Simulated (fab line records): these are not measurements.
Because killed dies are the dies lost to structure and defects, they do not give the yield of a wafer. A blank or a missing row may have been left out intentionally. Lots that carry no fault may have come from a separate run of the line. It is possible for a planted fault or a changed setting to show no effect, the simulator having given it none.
fab line records	flow nand_harc
record: lots: 11	wafers: 33	last_day: 34
route steps=1302 shown P_BONDPAD@380 A_SOURCE_PLATE@417 END@1302
lots that met no fault: from a run of the same line without faults
start_h: start of the lot's first displayed wafer, in hours after the record's first day	wait_h: hours elapsed since this lot's preceding step	" as in the row above	L1.1+2: a row that stands for several wafers	- value missing, or start not given	* or withheld: withheld	< > ~ a bound
route shown NAME@n: a module of which the file shows steps, and the number in the route of the first	usual: the fault-free wafers' mean and standard deviation	same: alike in all rows	chamber/n: place in a boat	sites: readings site by site	_std_site: how widely they spread, as a standard deviation	_edge_site: mean of outer sites minus mean of inner sites	radius_mm: for every site, how far away it sits from the centre of the wafer	mask NAME#n: copy n	behind: tool/chamber where the wafer was last shaped	hold: reason for holding the lot/hours on hold/outcome of the hold	device: transistor that didn't switch, given as n, p or np	end of line: tests of these same wafers at the route's end	a step with no rows: only its recipe	killed: not the wafer's yield, but the dies lost to structure and defects at the first sort	map: dies across one wafer; x = killed, . = not, _ = none there
set.NAME: the setting as run; set.NAME@STEP: as run at that earlier step	model.NAME: the simulator's own value behind a step, which no gauge read
one table for each step of the route and one row for each wafer, over a sample of lots
services: when a tool's chamber went out of use (start_h, in hours from the record's first day, below 0 if earlier), for how many hours, and the reason
== steps ==
step: NHARC_P_BONDPAD_CMP_19
recipe: t_overpolish_s: 30	cu_recess_touch_s: 16	target_thk_nm: 160.81
usual: motor_current_A: 11.0/1.3	overpolish_run_s: 30.000/0.0093	pad_life_wafers: 187/120
lot.wafer	tool	chamber	start_h	wait_h	motor_current_A	overpolish_run_s	pad_life_wafers
L914.2	cmp-02	3	150.50	-	13.1	29.984	60
L914.4	"	1	"	"	9.1	29.993	62
L914.3	"	2	"	"	11.4	29.996	63
L915.3	cmp-03	3	151.71	-	10.0	30.004	306
L915.4	"	1	"	"	12.9	29.991	308
L915.1	"	2	"	"	9.6	30.004	309
L921.3	cmp-01	0	212.71	-	10.9	29.998	96
L921.2	"	3	"	"	10.0	29.990	99
L921.6	"	0	"	"	10.9	29.999	-
L922.1	cmp-03	0	213.27	-	11.4	29.988	201
L922.5	"	1	"	"	13.6	29.991	-
L922.6	"	2	"	"	10.5	30.004	-
L923.3	cmp-01	0	225.37	-	11.2	30.000	138
L923.4	"	2	"	"	10.8	29.995	140
L923.6	"	1	"	"	10.3	30.012	-
L925.3	cmp-03	0	248.85	-	11.2	30.018	333
L925.6	"	1	"	"	12.6	29.993	-
L925.5	"	2	"	"	10.1	30.000	-
L930.1	cmp-03	2	300.66	-	10.2	29.988	144
L930.2	"	3	"	"	9.6	30.006	145
L930.3	"	0	"	"	10.4	29.983	146
L931.2	cmp-01	1	302.87	-	10.4	30.014	36
L931.4	"	2	"	"	10.9	29.998	37
L931.5	"	1	"	"	10.5	29.999	-
L933.1	cmp-03	3	325.99	-	10.1	29.985	252
L933.2	"	0	"	"	11.5	30.007	253
L933.4	"	2	"	"	10.0	29.988	255
L935.2	cmp-03	2	337.16	-	9.6	30.000	294
L935.4	"	1	"	"	12.8	29.992	297
L935.5	"	2	"	"	9.4	29.999	-
L937.2	cmp-03	0	365.13	-	10.6	29.988	13
L937.4	"	1	"	"	12.6	30.003	14
L937.6	"	0	"	"	11.0	30.008	-
step: NHARC_P_BONDPAD_ACTIVATE_29
recipe: time_s: 60	n2_flow_sccm: 200	ar_flow_sccm: 0	bias_power_w: 0	chemistry: N2
usual: drypump_motor_current_A: 5.7/0.6	oes_product_au: 1.002/0.0069	rf_vpp_V: 64.1/0.89	showerhead_plenum_p_Torr: 1.77/0.078
lot.wafer	tool	chamber	start_h	wait_h	drypump_motor_current_A	oes_product_au	rf_hours_counter_h	rf_vpp_V	showerhead_plenum_p_Torr
L914.3	rie_diel-10	0	151.09	0.1	6.2	1.001	6.0	64.2	1.86
L914.2	"	1	"	"	5.9	0.998	5.8	64.8	1.74
L914.4	"	2	"	"	5.3	1.012	2.7	63.8	1.68
L915.4	rie_diel-09	2	152.32	0.1	6.3	0.997	0.0	64.2	1.91
L915.1	"	3	"	"	6.0	0.998	0.0	63.9	1.76
L915.3	"	0	"	"	6.5	1.015	0.0	65.2	1.77
L921.3	rie_diel-06	0	213.34	0.1	4.7	1.006	4.0	63.2	1.73
L921.2	"	2	"	"	5.8	1.000	3.1	64.2	1.81
L921.6	"	3	"	"	6.0	1.015	-	64.0	1.84
L922.1	rie_diel-10	2	213.82	0.1	5.3	0.994	5.3	63.2	1.68
L922.6	"	2	"	"	5.3	0.994	-	62.5	1.68
L922.5	"	3	"	"	4.7	1.003	-	64.6	1.67
L923.3	rie_diel-10	3	226.02	0.1	4.7	1.010	8.2	62.4	1.67
L923.4	"	0	"	"	6.2	1.002	8.5	63.8	1.86
L923.6	"	1	"	"	5.9	1.005	-	64.0	1.74
L925.3	rie_diel-09	1	249.40	0.1	6.4	1.006	3.8	65.1	1.88
L925.6	"	1	"	"	6.4	1.001	-	64.1	1.88
L925.5	"	3	"	"	6.0	1.010	-	64.4	1.75
L930.3	rie_diel-10	2	301.29	0.1	5.3	1.008	1.7	64.3	1.68
L930.1	"	3	"	"	4.7	0.997	1.6	64.5	1.67
L930.2	"	0	"	"	6.2	0.988	1.9	65.4	1.86
L931.4	rie_diel-06	0	303.46	0.1	4.7	1.003	7.9	64.6	1.72
L931.2	"	2	"	"	5.8	1.010	7.6	65.1	1.81
L931.5	"	1	"	"	6.0	1.001	-	64.4	1.80
L933.1	rie_diel-10	2	326.60	0.1	5.3	0.999	3.1	65.0	1.67
L933.4	"	3	"	"	4.7	1.005	2.8	64.0	1.67
L933.2	"	1	"	"	5.9	1.005	3.3	62.5	1.74
L935.2	rie_diel-10	2	337.76	0.1	5.3	1.008	4.0	64.2	1.67
L935.4	"	3	"	"	4.7	1.001	3.5	63.2	1.67
L935.5	"	2	"	"	5.3	1.003	-	64.1	1.68
L937.4	rie_diel-06	0	365.73	0.1	4.7	0.994	3.6	63.9	1.72
L937.2	"	1	"	"	6.1	0.996	4.0	64.3	1.80
L937.6	"	1	"	"	6.0	0.998	-	63.5	1.80
step: NHARC_A_SOURCE_PLATE_PVD_04
recipe: target_thk_a: 500	material: WSi2
lot.wafer	tool	chamber	start_h	wait_h
L914.3+2+4	pvd_sputter-01	-	161.20	0.1
L915.3+1+4	pvd_sputter-03	-	161.20	0.1
L921.2+3+6	pvd_sputter-03	-	223.23	0.1
L922.1+6+5	pvd_sputter-01	-	223.28	0.1
L923.4+3+6	pvd_sputter-03	-	235.52	0.1
L925.3+6+5	pvd_sputter-02	-	259.37	0.1
L930.2+3+1	pvd_sputter-01	-	311.76	0.1
L931.2+4+5	pvd_sputter-02	-	311.77	0.1
L933.2+1+4	pvd_sputter-01	-	336.61	0.1
L935.2+4+5	pvd_sputter-03	-	347.59	0.1
L937.2+4+6	pvd_sputter-03	-	377.34	0.1
step: NHARC_A_SOURCE_PLATE_CVD_03
recipe: target_thk_a: 2000	temp_c: 620	pressure_mtorr: 200	time_s: 4000	material: poly-Si
usual: spike_tc_bottom_C: 639.3/2.4	spike_tc_centre_C: 620.6/1.5	spike_tc_lower_C: 619.5/1.5	spike_tc_top_C: 638.3/2.4	spike_tc_upper_C: 619.6/0.94	tube_center_temp_C: 620/0.055
lot.wafer	tool	chamber	start_h	wait_h	spike_tc_bottom_C	spike_tc_centre_C	spike_tc_lower_C	spike_tc_top_C	spike_tc_upper_C	tube_center_temp_C
L914.2	lpcvd_poly-03	0	163.63	-	638.3	622.1	618.7	640.8	620.1	619.98
L914.3	"	0	"	"	639.4	621.8	618.8	638.6	619.6	619.89
L914.4	"	0	"	"	635.8	621.7	618.5	641.1	622.3	620.04
L915.1	lpcvd_poly-03	0	163.63	-	637.3	621.4	620.2	640.5	618.3	620.13
L915.3	"	0	"	"	637.9	620.9	618.9	639.7	619.7	619.93
L915.4	"	0	"	"	638.1	622.2	617.1	640.5	619.6	620.02
L921.2	lpcvd_poly-03	0	225.65	-	659.1	642.5	641.3	663.3	644.1	643.23
L921.3	"	0	"	"	660.3	643.4	640.2	662.7	644.6	643.33
L921.6	"	0	"	"	659.4	642.9	641.4	660.7	643.0	643.21
L922.1	lpcvd_poly-03	0	225.65	-	660.9	645.0	642.1	661.5	642.3	643.26
L922.5	"	0	"	"	659.1	644.6	640.2	664.6	642.9	643.22
L922.6	"	0	"	"	660.1	644.3	641.7	663.7	642.4	643.26
L923.3	lpcvd_poly-03	0	237.93	-	661.3	644.7	641.5	662.5	642.6	643.28
L923.4	"	0	"	"	661.2	645.2	641.7	663.1	643.8	643.28
L923.6	"	0	"	"	660.7	645.6	641.0	663.4	642.5	643.3
L925.3	lpcvd_poly-01	0	261.84	-	638.7	620.3	620.9	635.8	619.2	620.04
L925.5	"	0	"	"	641.6	619.0	620.5	636.6	619.7	619.97
L925.6	"	0	"	"	639.0	620.1	622.0	635.6	617.6	619.98
L930.1	lpcvd_poly-01	0	314.27	-	639.3	619.1	622.3	638.0	620.1	620.08
L930.2	"	0	"	"	640.6	621.7	622.7	636.7	618.7	620.01
L930.3	"	0	"	"	638.9	620.7	620.9	637.1	620.7	619.97
L931.2	lpcvd_poly-01	0	314.27	-	641.4	619.6	621.2	635.5	618.4	619.95
L931.4	"	0	"	"	641.9	621.5	619.7	636.8	620.1	620
L931.5	"	0	"	"	638.8	620.1	620.1	636.1	620.6	619.97
L933.1	lpcvd_poly-03	0	339.02	-	637.8	622.7	619.9	639.6	620.7	620.01
L933.2	"	0	"	"	637.9	620.0	617.4	639.5	618.9	620.04
L933.4	"	0	"	"	636.3	620.0	619.0	640.4	619.7	619.91
L935.2	lpcvd_poly-02	0	350.06	-	643.5	619.5	618.5	638.4	618.9	619.95
L935.4	"	0	"	"	643.4	619.4	620.6	636.4	619.3	620.02
L935.5	"	0	"	"	642.7	619.9	619.3	636.4	621.4	619.96
L937.2	lpcvd_poly-02	0	379.86	-	642.7	619.5	621.7	636.6	620.4	620.02
L937.4	"	0	"	"	643.2	620.0	619.1	634.4	619.3	619.98
L937.6	"	0	"	"	641.6	619.2	619.9	637.3	618.4	619.97
step: NHARC_A_SOURCE_PLATE_THK_MEAS_06
recipe: thk_meas_gauge: ellipsometry
usual: thk_nm: 199.7/1.8
lot.wafer	tool	chamber	start_h	wait_h	thk_nm
L914.2	film_metro-02	-	175.04	0.4	201.9
L914.3	"	-	"	"	202.0
L914.4	"	-	"	"	203.7
L915.1	film_metro-02	-	175.05	0.4	198.3
L915.3	"	-	"	"	197.4
L915.4	"	-	"	"	199.9
L922.1	film_metro-02	-	236.14	0.4	336.9
L922.5	"	-	"	"	336.3
L922.6	"	-	"	"	337.6
L921.2	film_metro-01	-	236.14	0.4	338.1
L921.3	"	-	"	"	338.4
L921.6	"	-	"	"	341.0
L923.3	film_metro-02	-	248.31	0.4	336.6
L923.4	"	-	"	"	338.0
L923.6	"	-	"	"	337.4
L925.3	film_metro-01	-	271.84	0.4	201.0
L925.5	"	-	"	"	200.4
L925.6	"	-	"	"	202.4
L931.2	film_metro-01	-	324.82	0.4	202.4
L931.4	"	-	"	"	203.5
L931.5	"	-	"	"	201.3
L930.1	film_metro-02	-	324.84	0.4	197.5
L930.2	"	-	"	"	200.3
L930.3	"	-	"	"	197.5
L933.1	film_metro-01	-	351.03	0.4	203.5
L933.2	"	-	"	"	201.6
L933.4	"	-	"	"	201.3
L935.2	film_metro-01	-	359.96	0.4	200.9
L935.4	"	-	"	"	199.0
L935.5	"	-	"	"	200.3
L937.2	film_metro-01	-	392.07	0.4	200.0
L937.4	"	-	"	"	199.8
L937.6	"	-	"	"	197.7
step: NHARC_A_SOURCE_PLATE_INSPECT_08
usual: raw_defect_count: 67/24
lot.wafer	tool	chamber	start_h	wait_h	raw_defect_count
L914.2	defect_inspect-01	-	175.11	0.0	94
L914.3	"	-	"	"	112
L914.4	"	-	"	"	74
L915.1	defect_inspect-02	-	175.11	0.0	112
L915.3	"	-	"	"	85
L915.4	"	-	"	"	44
L922.1	defect_inspect-01	-	236.20	0.0	47
L922.5	"	-	"	"	18
L922.6	"	-	"	"	31
L921.2	defect_inspect-02	-	236.20	0.0	83
L921.3	"	-	"	"	82
L921.6	"	-	"	"	60
L923.3	defect_inspect-02	-	248.40	0.0	86
L923.4	"	-	"	"	82
L923.6	"	-	"	"	81
L925.3	defect_inspect-02	-	271.94	0.0	52
L925.5	"	-	"	"	61
L925.6	"	-	"	"	46
L931.2	defect_inspect-02	-	324.89	0.0	73
L931.4	"	-	"	"	50
L931.5	"	-	"	"	54
L930.1	defect_inspect-01	-	324.93	0.0	53
L930.2	"	-	"	"	54
L930.3	"	-	"	"	83
L933.1	defect_inspect-01	-	351.13	0.0	88
L933.2	"	-	"	"	111
L933.4	"	-	"	"	103
L935.2	defect_inspect-01	-	360.02	0.0	93
L935.4	"	-	"	"	56
L935.5	"	-	"	"	50
L937.2	defect_inspect-01	-	392.13	0.0	62
L937.4	"	-	"	"	62
L937.6	"	-	"	"	95
step: NHARC_END_SORT_01
recipe: temp_c: 25
usual: killed_at_array: 56/21	killed_at_other: 1.2/1.6	killed_at_periphery: 3.7/2.5	killed_dies: 61/21	killed_open: 3.1/1.8	killed_short: 2.8/1.7
same: gross_dies: 677
lot.wafer	tool	chamber	start_h	wait_h	killed_at_array	killed_at_other	killed_at_periphery	killed_dies	killed_open	killed_short
L915.1	prober-02	0	560.46	2.5	79	5	2	86	5	1
L915.3	prober-02	0	562.05	3.1	77	1	1	79	3	0
L915.4	prober-02	0	562.84	3.4	88	8	2	98	1	2
L914.2	prober-02	0	575.70	2.8	52	2	1	55	2	6
L914.3	prober-02	0	576.50	3.1	39	1	2	42	2	2
L914.4	prober-02	0	577.30	3.4	47	0	1	48	4	2
L921.2	prober-02	0	634.88	2.7	69	1	6	76	1	3
L921.3	prober-02	0	635.69	3.1	81	6	4	91	5	2
L921.6	prober-02	0	638.09	4.0	65	4	2	71	5	2
L922.1	prober-02	0	652.64	2.5	52	4	4	60	7	0
L922.5	prober-02	0	655.86	3.7	57	0	3	60	2	2
L922.6	prober-02	0	656.66	4.0	68	1	1	70	3	4
L923.3	prober-01	0	654.19	3.1	75	4	6	85	2	3
L923.4	prober-01	0	654.99	3.4	65	0	2	67	2	2
L923.6	prober-01	0	656.60	4.0	88	1	1	90	1	3
L925.3	prober-02	0	673.28	3.1	47	3	8	58	5	4
L925.5	prober-02	0	674.85	3.7	47	0	2	49	0	2
L925.6	prober-02	0	675.64	3.9	42	0	5	47	2	3
L930.1	prober-02	0	711.40	2.5	34	1	10	45	5	3
L930.2	prober-02	0	712.20	2.8	36	0	9	45	5	3
L930.3	prober-02	0	713.01	3.1	22	0	11	33	1	2
L931.2	prober-01	0	712.23	2.8	62	0	6	68	2	3
L931.4	prober-01	0	713.83	3.4	85	2	7	94	3	5
L931.5	prober-01	0	714.64	3.7	74	0	9	83	3	6
L933.1	prober-02	0	738.75	2.5	53	0	0	53	0	1
L933.2	prober-02	0	739.55	2.8	51	1	4	56	4	6
L933.4	prober-02	0	741.15	3.4	50	0	3	53	4	4
L935.2	prober-02	0	773.24	2.8	64	0	3	67	6	3
L935.4	prober-02	0	774.82	3.4	58	2	0	60	4	5
L935.5	prober-02	0	775.61	3.6	46	2	2	50	1	0
L937.2	prober-01	0	805.81	2.8	19	2	3	24	2	3
L937.4	prober-01	0	807.42	3.4	26	4	8	38	8	0
L937.6	prober-01	0	809.03	4.0	20	4	7	31	5	3
killed by level:class
L915.1 A_CHANNEL_HOLE_D1:chamber_film_flake=34 A_SLIT:chamber_film_flake=17 A_CHANNEL_HOLE_D2:chamber_film_flake=7 A_CONTACT:chamber_film_flake=6 A_SGD_CUT:chamber_film_flake=5 THIN_TSV:chamber_film_flake=5 A_STAIRCASE:chamber_film_flake=3 P_M0:geometric_particle:open=2
L915.3 A_CHANNEL_HOLE_D1:chamber_film_flake=30 A_SLIT:chamber_film_flake=20 A_CHANNEL_HOLE_D2:chamber_film_flake=8 A_SGD_CUT:chamber_film_flake=6 A_CONTACT:chamber_film_flake=6 A_ZERO_WELL:chamber_film_flake=2 A_ONON_D2:geometric_particle:open=1 A_SGD_CUT:geometric_particle:open=1
L915.4 A_CHANNEL_HOLE_D1:chamber_film_flake=32 A_SLIT:chamber_film_flake=25 A_CHANNEL_HOLE_D2:chamber_film_flake=13 THIN_TSV:chamber_film_flake=8 A_SGD_CUT:chamber_film_flake=7 A_WL_FILL:chamber_film_flake=3 P_BONDPAD:chamber_film_flake=2 A_STAIRCASE:chamber_film_flake=2
L914.2 A_CHANNEL_HOLE_D2:chamber_film_flake=39 A_ONON_D2:geometric_particle:short=2 A_CHANNEL_HOLE_D2:geometric_particle:short=2 A_CHANNEL_HOLE_D1:chamber_film_flake=2 A_CONTACT:chamber_film_flake=2 THIN_TSV:chamber_film_flake=2 P_M0:geometric_particle:open=1 A_CHANNEL_FILL_D1:geometric_particle:short=1
L914.3 A_CHANNEL_HOLE_D2:chamber_film_flake=28 P_STI:chamber_film_flake=2 A_STAIRCASE:chamber_film_flake=2 A_ONON_D1:geometric_particle:short=1 A_CHANNEL_FILL_D1:geometric_particle:open=1 A_CHANNEL_HOLE_D2:geometric_particle:open=1 A_M1:geometric_particle:short=1 A_ZERO_WELL:chamber_film_flake=1
L914.4 A_CHANNEL_HOLE_D2:chamber_film_flake=34 A_CONTACT:chamber_film_flake=6 A_CHANNEL_HOLE_D1:geometric_particle:open=1 A_CHANNEL_FILL_D2:geometric_particle:open=1 A_CHANNEL_FILL_D2:geometric_particle:short=1 A_WL_FILL:geometric_particle:short=1 A_BLC:geometric_particle:open=1 A_M0:geometric_particle:open=1
L921.2 A_SLIT:chamber_film_flake=25 A_CHANNEL_HOLE_D2:chamber_film_flake=24 A_CONTACT:chamber_film_flake=8 A_CHANNEL_HOLE_D1:chamber_film_flake=7 P_M0:geometric_particle:short=2 P_GATE:chamber_film_flake=2 A_STAIRCASE:chamber_film_flake=2 P_CONTACT:geometric_particle:short=1
L921.3 A_CHANNEL_HOLE_D2:chamber_film_flake=30 A_SLIT:chamber_film_flake=28 A_CONTACT:chamber_film_flake=8 THIN_TSV:chamber_film_flake=6 A_STAIRCASE:chamber_film_flake=4 A_CHANNEL_FILL_D1:chamber_film_flake=3 P_GATE:chamber_film_flake=2 A_CHANNEL_HOLE_D1:chamber_film_flake=2
L921.6 A_SLIT:chamber_film_flake=25 A_CHANNEL_HOLE_D2:chamber_film_flake=24 A_CONTACT:chamber_film_flake=5 THIN_TSV:chamber_film_flake=4 A_CHANNEL_HOLE_D1:chamber_film_flake=2 P_M0:geometric_particle:open=1 A_ONON_D1:geometric_particle:open=1 A_CHANNEL_FILL_D1:geometric_particle:open=1
L922.1 A_CHANNEL_HOLE_D1:chamber_film_flake=25 A_CHANNEL_HOLE_D2:chamber_film_flake=11 A_CONTACT:chamber_film_flake=6 A_SLIT:chamber_film_flake=3 THIN_TSV:chamber_film_flake=3 A_M1:geometric_particle:open=2 P_CONTACT:geometric_particle:open=1 P_M0:geometric_particle:open=1
L923.3 A_CHANNEL_HOLE_D1:chamber_film_flake=28 A_SLIT:chamber_film_flake=26 A_CHANNEL_HOLE_D2:chamber_film_flake=10 A_CONTACT:chamber_film_flake=3 A_ONON_D1:geometric_particle:short=2 P_ZERO_WELL:chamber_film_flake=2 P_M1:chamber_film_flake=2 A_CHANNEL_FILL_D1:chamber_film_flake=2
L923.4 A_CHANNEL_HOLE_D1:chamber_film_flake=26 A_SLIT:chamber_film_flake=16 A_CHANNEL_HOLE_D2:chamber_film_flake=15 P_M1:chamber_film_flake=2 A_M1:chamber_film_flake=2 A_SOURCE_PLATE:geometric_particle:short=1 A_CHANNEL_HOLE_D2:geometric_particle:open=1 A_CHANNEL_FILL_D2:geometric_particle:short=1
L922.5 A_CHANNEL_HOLE_D1:chamber_film_flake=28 A_CHANNEL_HOLE_D2:chamber_film_flake=14 A_CONTACT:chamber_film_flake=8 A_M1:chamber_film_flake=2 P_GATE:geometric_particle:short=1 A_CHANNEL_FILL_D1:geometric_particle:short=1 A_SGD_CUT:geometric_particle:open=1 A_SLIT:geometric_particle:open=1
L923.6 A_CHANNEL_HOLE_D1:chamber_film_flake=34 A_SLIT:chamber_film_flake=29 A_CHANNEL_HOLE_D2:chamber_film_flake=15 A_STAIRCASE:chamber_film_flake=4 P_CONTACT:geometric_particle:short=1 A_ONON_D2:geometric_particle:short=1 A_CHANNEL_HOLE_D2:geometric_particle:short=1 A_M0:geometric_particle:open=1
L922.6 A_CHANNEL_HOLE_D1:chamber_film_flake=34 A_CHANNEL_HOLE_D2:chamber_film_flake=15 A_CONTACT:chamber_film_flake=11 P_M0:geometric_particle:open=1 A_ONON_D1:geometric_particle:short=1 A_CHANNEL_FILL_D1:geometric_particle:open=1 A_DECK1_JOINT:geometric_particle:open=1 A_ONON_D2:geometric_particle:short=1
L925.3 A_CHANNEL_HOLE_D1:chamber_film_flake=37 P_GATE:chamber_film_flake=3 P_M0:geometric_particle:open=2 P_STI:chamber_film_flake=2 P_CONTACT:geometric_particle:open=1 A_SOURCE_PLATE:geometric_particle:short=1 A_ONON_D1:geometric_particle:short=1 A_M0:geometric_particle:open=1
L925.5 A_CHANNEL_HOLE_D1:chamber_film_flake=33 A_CONTACT:chamber_film_flake=4 P_ZERO_WELL:chamber_film_flake=2 A_ZERO_WELL:chamber_film_flake=2 A_SOURCE_PLATE:geometric_particle:short=1 A_ONON_D1:geometric_particle:short=1 A_CHANNEL_HOLE_D2:chamber_film_flake=1 A_CHANNEL_FILL_D2:chamber_film_flake=1
L925.6 A_CHANNEL_HOLE_D1:chamber_film_flake=29 P_GATE:chamber_film_flake=4 A_WL_FILL:geometric_particle:short=2 A_M0:geometric_particle:open=2 A_STAIRCASE:chamber_film_flake=2 A_CONTACT:chamber_film_flake=2 A_M1:geometric_particle:short=1 P_STI:chamber_film_flake=1
L930.1 A_CONTACT:chamber_film_flake=15 P_CONTACT:chamber_film_flake=7 A_CHANNEL_HOLE_D1:chamber_film_flake=7 A_SLIT:chamber_film_flake=4 P_M0:geometric_particle:open=2 A_STAIRCASE:chamber_film_flake=2 A_ONON_D1:geometric_particle:open=1 A_ONON_D2:geometric_particle:short=1
L930.2 A_CONTACT:chamber_film_flake=12 A_CHANNEL_HOLE_D1:chamber_film_flake=9 P_CONTACT:chamber_film_flake=5 P_GATE:chamber_film_flake=3 A_STAIRCASE:chamber_film_flake=3 A_SLIT:chamber_film_flake=3 A_ONON_D2:geometric_particle:open=2 P_M0:geometric_particle:short=1
L931.2 A_CHANNEL_HOLE_D1:chamber_film_flake=22 A_SLIT:chamber_film_flake=20 A_CHANNEL_HOLE_D2:chamber_film_flake=12 P_ZERO_WELL:chamber_film_flake=4 P_M1:chamber_film_flake=2 A_STAIRCASE:chamber_film_flake=2 A_ONON_D1:geometric_particle:short=1 A_CHANNEL_FILL_D1:geometric_particle:open=1
L930.3 A_CHANNEL_HOLE_D1:chamber_film_flake=9 A_CONTACT:chamber_film_flake=7 P_CONTACT:chamber_film_flake=6 A_SLIT:chamber_film_flake=3 P_GATE:chamber_film_flake=2 P_M0:geometric_particle:short=1 P_M1:geometric_particle:open=1 A_DECK1_JOINT:geometric_particle:short=1
L931.4 A_CHANNEL_HOLE_D1:chamber_film_flake=34 A_SLIT:chamber_film_flake=20 A_CHANNEL_HOLE_D2:chamber_film_flake=16 P_STI:chamber_film_flake=4 A_BLC:chamber_film_flake=3 A_CHANNEL_FILL_D1:geometric_particle:open=2 P_CONTACT:chamber_film_flake=2 A_STAIRCASE:chamber_film_flake=2
L931.5 A_CHANNEL_HOLE_D1:chamber_film_flake=32 A_SLIT:chamber_film_flake=19 A_CHANNEL_HOLE_D2:chamber_film_flake=15 P_M1:chamber_film_flake=5 P_M0:geometric_particle:short=2 A_CHANNEL_FILL_D1:geometric_particle:short=2 A_ONON_D2:geometric_particle:short=2 A_CONTACT:chamber_film_flake=2
L933.1 A_CHANNEL_HOLE_D2:chamber_film_flake=22 A_CHANNEL_HOLE_D1:chamber_film_flake=10 A_SLIT:chamber_film_flake=7 A_STAIRCASE:chamber_film_flake=5 A_ZERO_WELL:chamber_film_flake=2 A_CHANNEL_FILL_D1:chamber_film_flake=2 A_CONTACT:chamber_film_flake=2 A_SGD_CUT:geometric_particle:short=1
L933.2 A_CHANNEL_HOLE_D2:chamber_film_flake=20 A_STAIRCASE:chamber_film_flake=6 A_CHANNEL_HOLE_D1:chamber_film_flake=5 A_SLIT:chamber_film_flake=5 A_CONTACT:chamber_film_flake=5 A_BLC:geometric_particle:open=2 A_CHANNEL_FILL_D1:chamber_film_flake=2 P_CONTACT:geometric_particle:short=1
L933.4 A_CHANNEL_HOLE_D2:chamber_film_flake=21 A_CHANNEL_HOLE_D1:chamber_film_flake=9 A_STAIRCASE:chamber_film_flake=7 A_WL_FILL:geometric_particle:short=3 P_BONDPAD:chamber_film_flake=2 A_SLIT:chamber_film_flake=2 P_STI:geometric_particle:open=1 A_SOURCE_PLATE:geometric_particle:open=1
L935.2 A_SLIT:chamber_film_flake=29 A_CHANNEL_HOLE_D1:chamber_film_flake=17 A_SGD_CUT:chamber_film_flake=4 A_M0:geometric_particle:open=3 A_CHANNEL_HOLE_D2:chamber_film_flake=2 A_DECK1_JOINT:geometric_particle:short=1 A_ONON_D2:geometric_particle:short=1 A_ONON_D2:geometric_particle:open=1
L935.4 A_SLIT:chamber_film_flake=32 A_CHANNEL_HOLE_D1:chamber_film_flake=10 A_SGD_CUT:chamber_film_flake=3 A_CONTACT:chamber_film_flake=3 A_ONON_D1:geometric_particle:short=1 A_CHANNEL_FILL_D1:geometric_particle:short=1 A_DECK1_JOINT:geometric_particle:open=1 A_DECK1_JOINT:geometric_particle:short=1
L935.5 A_SLIT:chamber_film_flake=26 A_CHANNEL_HOLE_D1:chamber_film_flake=14 A_SGD_CUT:chamber_film_flake=2 THIN_TSV:chamber_film_flake=2 P_CONTACT:geometric_particle:open=1 P_BONDPAD:chamber_film_flake=1 A_CHANNEL_HOLE_D2:chamber_film_flake=1 A_STAIRCASE:chamber_film_flake=1
L937.2 A_SLIT:chamber_film_flake=9 A_CONTACT:chamber_film_flake=3 A_CHANNEL_HOLE_D2:chamber_film_flake=2 THIN_TSV:chamber_film_flake=2 P_CONTACT:geometric_particle:open=1 P_M0:geometric_particle:short=1 A_ONON_D2:geometric_particle:short=1 A_SLIT:geometric_particle:open=1
L937.4 A_SLIT:chamber_film_flake=9 A_CONTACT:chamber_film_flake=6 P_GATE:chamber_film_flake=5 THIN_TSV:chamber_film_flake=4 P_M0:geometric_particle:open=2 A_M0:geometric_particle:open=2 A_CHANNEL_HOLE_D2:chamber_film_flake=2 A_CHANNEL_HOLE_D1:geometric_particle:open=1
L937.6 A_SLIT:chamber_film_flake=7 A_CONTACT:chamber_film_flake=5 THIN_TSV:chamber_film_flake=4 P_GATE:chamber_film_flake=4 P_M0:geometric_particle:open=2 A_ONON_D1:geometric_particle:open=2 A_ONON_D2:geometric_particle:short=2 A_ONON_D1:geometric_particle:short=1
== services ==
tool	chamber	start_h	hours	kind
rie_diel-06	-	130.20	9.0	pm
rie_diel-10	2	131.49	5.3	repair
cmp-01	-	146.10	0.9	repair
cmp-03	-	162.17	4.0	pm
rie_diel-06	2	166.11	20.1	repair
rie_diel-10	1	167.67	4.5	repair
pvd_sputter-03	-	170.04	10.0	pm
rie_diel-10	1	174.66	4.0	repair
rie_diel-06	1	185.32	13.0	repair
cmp-01	-	185.53	4.0	pm
cmp-03	-	205.74	1.9	repair
pvd_sputter-01	-	226.00	10.0	pm
rie_diel-10	-	242.50	9.0	pm
cmp-03	-	260.17	4.0	pm
cmp-01	-	283.53	4.0	pm
rie_diel-06	1	294.07	1.2	repair
pvd_sputter-03	-	297.02	1.9	repair
rie_diel-06	-	307.20	9.0	pm
rie_diel-06	1	346.24	2.7	repair
pvd_sputter-03	-	348.04	10.0	pm
pvd_sputter-01	-	350.18	0.7	repair
cmp-01	-	350.70	0.3	repair
pvd_sputter-01	-	354.25	2.4	repair
cmp-03	-	358.17	4.0	pm
== key ==
first_sign: step: NHARC_A_SOURCE_PLATE_CVD_03	reading: tube_center_temp_C	direction: up	sigmas: 99+	usual: *	struck: *
effect: step: NHARC_A_SOURCE_PLATE_CVD_03	reading: spike_tc_upper_C	direction: up	sigmas: 25	usual: 619.6	struck: 643.1
effect: step: NHARC_A_SOURCE_PLATE_THK_MEAS_06	reading: thk_nm	direction: up	sigmas: 75	usual: 199.7	struck: 337.8
met_at NHARC_A_SOURCE_PLATE_PVD_04,NHARC_A_SOURCE_PLATE_CVD_03
struck_lots L921,L922,L923
tester_left_out L921,L922,L923
not_acting_at NHARC_P_BONDPAD_CMP_19,NHARC_P_BONDPAD_ACTIVATE_29,NHARC_A_SOURCE_PLATE_INSPECT_08
onset_between 163.63 223.23
fault: kind: process_parameter_drift	tool: pvd_sputter-03	chamber: -	onset_h: 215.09	steps: NHARC_A_SOURCE_PLATE_PVD_04	channel: target_thk_a	offset: *	shape: step	end_h: 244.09	acts_in: *	stated: *
fault: kind: process_parameter_drift	tool: lpcvd_poly-03	chamber: -	onset_h: 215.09	steps: NHARC_A_SOURCE_PLATE_CVD_03	channel: temp_c	offset: *	shape: step	end_h: 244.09	acts_in: *	stated: *
tester_left_out: of these lots the tester's yield and bins aren't shown, on N5 and GAA mostly nor the transistor test; their killed dies are dies lost to structure and defects alone, not to doping, threshold or leakage, so they don't give the yield
